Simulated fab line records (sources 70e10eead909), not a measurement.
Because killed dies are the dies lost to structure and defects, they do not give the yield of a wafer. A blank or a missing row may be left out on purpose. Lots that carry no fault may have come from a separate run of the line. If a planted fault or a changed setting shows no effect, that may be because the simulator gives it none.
fab line records + flow nand_harc
record:
- lots: 7
- wafers: 21
- last_day: 32
route steps=1302 shown P_M0@280 P_M1@285
lots untouched by any fault: they come from a run of this same line in which no faults occurred
start_h: the number of hours between the record's first day and the start of the first shown wafer of the lot + wait_h: time in hours since the lot's previous step + " same as the row above + L1.1+2: a row that stands for several wafers + - either no value or no given start + * or withheld: withheld + < > ~ a bound
route shown NAME@n: NAME is a module with steps in the file, n the number in the route of the first one + usual: mean and standard deviation over wafers with no fault + same: alike in all rows + chamber/n: place in a boat + sites: the reading at each site + _std_site: how widely they spread, as a standard deviation + _edge_site: the outer-site mean with the inner-site mean subtracted + radius_mm: how far each site lies from the wafer's centre + mask NAME#n: copy n + behind: the tool/chamber that last shaped the wafer + hold: what put the lot on hold/how long, in hours/how the hold closed + device: names the non-switching transistor (n, p or np) + end of line: tests run on the same wafers once the route is complete + a step without rows: its recipe alone + killed: at the first sort, the dies lost to defects and structure; wafer yield is something else + map: per-die view of a wafer (x killed, . not killed, _ where there is no die)
set.NAME: the setting the step ran with; set.NAME@STEP: the setting that earlier step ran with + model.NAME: the simulator's own value behind a step, which no gauge read
lots at some steps of the route; a table a step, a row a wafer
services: when a tool's chamber went out of use (start_h, in hours from the record's first day, below 0 if earlier), for how many hours, and the reason
== steps ==
step: NHARC_P_M0_SRD_25
step: NHARC_P_M0_INSPECT_27
usual:
- raw_defect_count: 302/120
| lot.wafer | tool              | chamber | start_h | wait_h | raw_defect_count |
|-----------|-------------------|---------|---------|--------|------------------|
| L754.2    | defect_inspect-01 | -       | 140.43  | 0.0    | 164              |
| L754.3    | "                 | -       | "       | "      | 217              |
| L754.5    | "                 | -       | "       | "      | 139              |
| L766.1    | defect_inspect-02 | -       | 270.50  | 0.0    | 291              |
| L766.2    | "                 | -       | "       | "      | 387              |
| L766.5    | "                 | -       | "       | "      | 197              |
| L767.1    | defect_inspect-02 | -       | 271.03  | 0.0    | 315              |
| L767.2    | "                 | -       | "       | "      | 319              |
| L767.6    | "                 | -       | "       | "      | 373              |
| L768.1    | defect_inspect-02 | -       | 290.16  | 0.0    | 412              |
| L768.4    | "                 | -       | "       | "      | 413              |
| L768.5    | "                 | -       | "       | "      | 321              |
| L771.1    | defect_inspect-01 | -       | 315.58  | 0.0    | 231              |
| L771.5    | "                 | -       | "       | "      | 216              |
| L771.6    | "                 | -       | "       | "      | 470              |
| L772.1    | defect_inspect-02 | -       | 332.97  | 0.0    | 589              |
| L772.2    | "                 | -       | "       | "      | 326              |
| L772.3    | "                 | -       | "       | "      | 461              |
| L773.1    | defect_inspect-02 | -       | 344.81  | 0.0    | 262              |
| L773.3    | "                 | -       | "       | "      | 276              |
| L773.6    | "                 | -       | "       | "      | 287              |
step: NHARC_P_M0_PRE_CLEAN_31
recipe:
- time_s: 12
- temp_c: 370
- rf_power_w: 300
- gas: NH3
usual:
- heater_power_w: 662/100
| lot.wafer | tool     | chamber | start_h | wait_h | heater_power_w |
|-----------|----------|---------|---------|--------|----------------|
| L754.3    | pecvd-04 | 0       | 140.51  | 0.1    | 603            |
| L754.2    | "        | 1       | "       | "      | 642            |
| L754.5    | "        | 1       | "       | "      | 644            |
| L766.2    | pecvd-03 | 1       | 270.57  | 0.1    | 688            |
| L766.1    | "        | 0       | "       | "      | 703            |
| L766.5    | "        | 2       | "       | "      | 565            |
| L767.1    | pecvd-03 | 1       | 271.10  | 0.1    | 632            |
| L767.2    | "        | 0       | "       | "      | 650            |
| L767.6    | "        | 0       | "       | "      | 643            |
| L768.1    | pecvd-04 | 2       | 290.23  | 0.1    | 786            |
| L768.4    | "        | 0       | "       | "      | 619            |
| L768.5    | "        | 1       | "       | "      | 629            |
| L771.1    | pecvd-03 | 2       | 315.66  | 0.1    | 561            |
| L771.6    | "        | 1       | "       | "      | 615            |
| L771.5    | "        | 2       | "       | "      | 554            |
| L772.2    | pecvd-01 | 1       | 333.04  | 0.1    | 851            |
| L772.3    | "        | 2       | "       | "      | 578            |
| L772.1    | "        | 0       | "       | "      | 753            |
| L773.3    | pecvd-01 | 1       | 344.89  | 0.1    | 830            |
| L773.1    | "        | 2       | "       | "      | 590            |
| L773.6    | "        | 0       | "       | "      | 707            |
step: NHARC_P_M0_DEP_32
recipe:
- target_thk_a: 300
- temp_c: 370
- target_thk_nm: 30
- pressure_torr: 3
- flow_sccm: 200
- rf_w: 450
- material: SiCN
usual:
- heater_power_w: 606/92
| lot.wafer | tool     | chamber | start_h | wait_h | heater_power_w |
|-----------|----------|---------|---------|--------|----------------|
| L754.3    | pecvd-04 | 0       | 140.61  | 0.1    | 548            |
| L754.2    | "        | 1       | "       | "      | 626            |
| L754.5    | "        | 1       | "       | "      | 617            |
| L766.2    | pecvd-03 | 1       | 270.65  | 0.1    | 606            |
| L766.1    | "        | 0       | "       | "      | 652            |
| L766.5    | "        | 2       | "       | "      | 516            |
| L767.1    | pecvd-03 | 1       | 271.18  | 0.1    | 583            |
| L767.2    | "        | 0       | "       | "      | 634            |
| L767.6    | "        | 0       | "       | "      | 639            |
| L768.1    | pecvd-04 | 2       | 290.31  | 0.1    | 737            |
| L768.4    | "        | 0       | "       | "      | 589            |
| L768.5    | "        | 1       | "       | "      | 594            |
| L771.1    | pecvd-03 | 2       | 315.77  | 0.1    | 443            |
| L771.6    | "        | 1       | "       | "      | 550            |
| L771.5    | "        | 2       | "       | "      | 466            |
| L772.2    | pecvd-01 | 1       | 333.12  | 0.1    | 793            |
| L772.3    | "        | 2       | "       | "      | 508            |
| L772.1    | "        | 0       | "       | "      | 580            |
| L773.3    | pecvd-01 | 1       | 345.00  | 0.1    | 741            |
| L773.1    | "        | 2       | "       | "      | 519            |
| L773.6    | "        | 0       | "       | "      | 599            |
step: NHARC_P_M1_DEP_00
recipe:
- target_thk_a: 1825
- target_thk_nm: 182.5
- temp_c: withheld
- pressure_torr: 5
- flow_sccm: 200
- rf_w: 600
- material: SiOC
step: NHARC_P_M1_DEHYDRATE_01
recipe:
- temp_c: 150
- time_s: 120
step: NHARC_P_M1_HMDS_02
recipe:
- time_s: 30
step: NHARC_P_M1_COAT_34
recipe:
- temp_c: 200
- time_s: 65
step: NHARC_P_M1_COAT_03
recipe:
- spin_rpm: 1500
- resist_thk_nm: 90
step: NHARC_P_M1_SOFTBAKE_04
recipe:
- temp_c: 105
- time_s: 55
step: NHARC_P_M1_EBR_05
step: NHARC_P_M1_EXPOSE_06
recipe:
- na: 1.35
- target_cd_nm: 130
- dose_mj: 81.88
- mask_id: P_M1
usual:
- exposure_dose_mJ_cm2: 81.88/0.076
- focus_offset_nm: 0.0/0.53
- na: 1.35/0
| lot.wafer | tool            | chamber | start_h | wait_h | mask   | exposure_dose_mJ_cm2 | focus_offset_nm | na   |
|-----------|-----------------|---------|---------|--------|--------|----------------------|-----------------|------|
| L754.2    | arfi_scanner-01 | 0       | 141.66  | -      | P_M1#0 | 81.94                | 0.7             | 1.35 |
| L754.3    | "               | 0       | "       | "      | P_M1#0 | 81.70                | -0.1            | 1.35 |
| L754.5    | "               | 0       | "       | "      | P_M1#0 | 81.85                | 0.5             | 1.35 |
| L766.1    | arfi_scanner-03 | -       | 271.75  | -      | P_M1#0 | -                    | -               | -    |
| L766.2    | "               | -       | "       | "      | P_M1#0 | -                    | -               | -    |
| L766.5    | "               | -       | "       | "      | P_M1#0 | -                    | -               | -    |
| L767.1    | arfi_scanner-02 | -       | 272.28  | -      | P_M1#0 | -                    | -               | -    |
| L767.2    | "               | -       | "       | "      | P_M1#0 | -                    | -               | -    |
| L767.6    | "               | -       | "       | "      | P_M1#0 | -                    | -               | -    |
| L768.1    | arfi_scanner-01 | -       | 291.42  | -      | P_M1#0 | -                    | -               | -    |
| L768.4    | "               | -       | "       | "      | P_M1#0 | -                    | -               | -    |
| L768.5    | "               | -       | "       | "      | P_M1#0 | -                    | -               | -    |
| L771.1    | arfi_scanner-03 | 0       | 316.83  | -      | P_M1#0 | 81.95                | -0.3            | 1.35 |
| L771.5    | "               | 0       | "       | "      | P_M1#0 | 81.87                | 0.1             | 1.35 |
| L771.6    | "               | 0       | "       | "      | P_M1#0 | 81.87                | -0.2            | 1.35 |
| L772.1    | arfi_scanner-01 | 0       | 334.23  | -      | P_M1#0 | 81.89                | -0.1            | 1.35 |
| L772.2    | "               | 0       | "       | "      | P_M1#0 | 82.00                | 0.0             | 1.35 |
| L772.3    | "               | 0       | "       | "      | P_M1#0 | 82.07                | 0.3             | 1.35 |
| L773.1    | arfi_scanner-02 | 0       | 346.06  | -      | P_M1#0 | 81.84                | -0.1            | 1.35 |
| L773.3    | "               | 0       | "       | "      | P_M1#0 | 81.79                | -0.1            | 1.35 |
| L773.6    | "               | 0       | "       | "      | P_M1#0 | 81.84                | 0.6             | 1.35 |
step: NHARC_P_M1_PEB_07
recipe:
- peb_temp_c: 100
- peb_time_s: 65
== services ==
| tool            | chamber | start_h | hours | kind       |
|-----------------|---------|---------|-------|------------|
| pecvd-01        | -       | 130.38  | 13.0  | pm         |
| arfi_scanner-02 | -       | 152.49  | 4.0   | pm         |
| pecvd-03        | -       | 161.44  | 1.1   | repair     |
| arfi_scanner-01 | -       | 167.23  | 9.9   | repair     |
| pecvd-03        | -       | 185.00  | 13.0  | pm         |
| pecvd-03        | 0       | 185.00  | 13.0  | vent_cycle |
| pecvd-03        | 1       | 185.00  | 13.0  | vent_cycle |
| pecvd-03        | 2       | 185.00  | 13.0  | vent_cycle |
| arfi_scanner-03 | -       | 196.00  | 4.0   | pm         |
| pecvd-03        | 0       | 198.00  | -     | clean      |
| pecvd-03        | 1       | 198.00  | -     | clean      |
| pecvd-03        | -       | 220.02  | 1.2   | repair     |
| pecvd-04        | 0       | 248.34  | 4.1   | repair     |
| arfi_scanner-01 | -       | 252.00  | 4.0   | pm         |
| pecvd-01        | 1       | 253.55  | 2.2   | repair     |
| arfi_scanner-02 | -       | 265.44  | 4.4   | repair     |
| pecvd-04        | -       | 269.13  | 13.0  | pm         |
| arfi_scanner-02 | -       | 273.01  | 3.2   | repair     |
| pecvd-01        | 0       | 301.85  | 8.6   | repair     |
| pecvd-01        | -       | 311.38  | 13.0  | pm         |
| arfi_scanner-02 | -       | 317.38  | 0.5   | repair     |
| arfi_scanner-02 | -       | 324.49  | 4.0   | pm         |
| pecvd-04        | 1       | 324.70  | 4.3   | repair     |
| arfi_scanner-03 | -       | 333.09  | 1.4   | repair     |
== key ==
first_sign:
- step: NHARC_P_M1_EXPOSE_06
- reading: tool_record
- direction: missing
effect none on later readings
met_at NHARC_P_M1_EXPOSE_06
struck_wafers L766.1,L766.2,L766.5,L767.1,L767.2,L767.6,L768.1,L768.4,L768.5
later_rows_left_out L766.1,L766.2,L766.5,L767.1,L767.2,L767.6,L768.1,L768.4,L768.5
sort_left_out L766.1,L766.2,L766.5,L767.1,L767.2,L767.6,L768.1,L768.4,L768.5
onset_between 141.66 271.75
fault:
- kind: skipped_step_whole
- tool: arfi_scanner-01,arfi_scanner-02,arfi_scanner-03
- chamber: -
- onset_h: 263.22
- steps: NHARC_P_M1_EXPOSE_06
- scope: struck_lots_only
sort_left_out: the simulated sort isn't trusted on such a fault, so these wafers' sort isn't shown, and their yield isn't known
later_rows_left_out: the simulator's readings of these wafers behind a module that went badly wrong aren't trusted and aren't shown, but for the sort
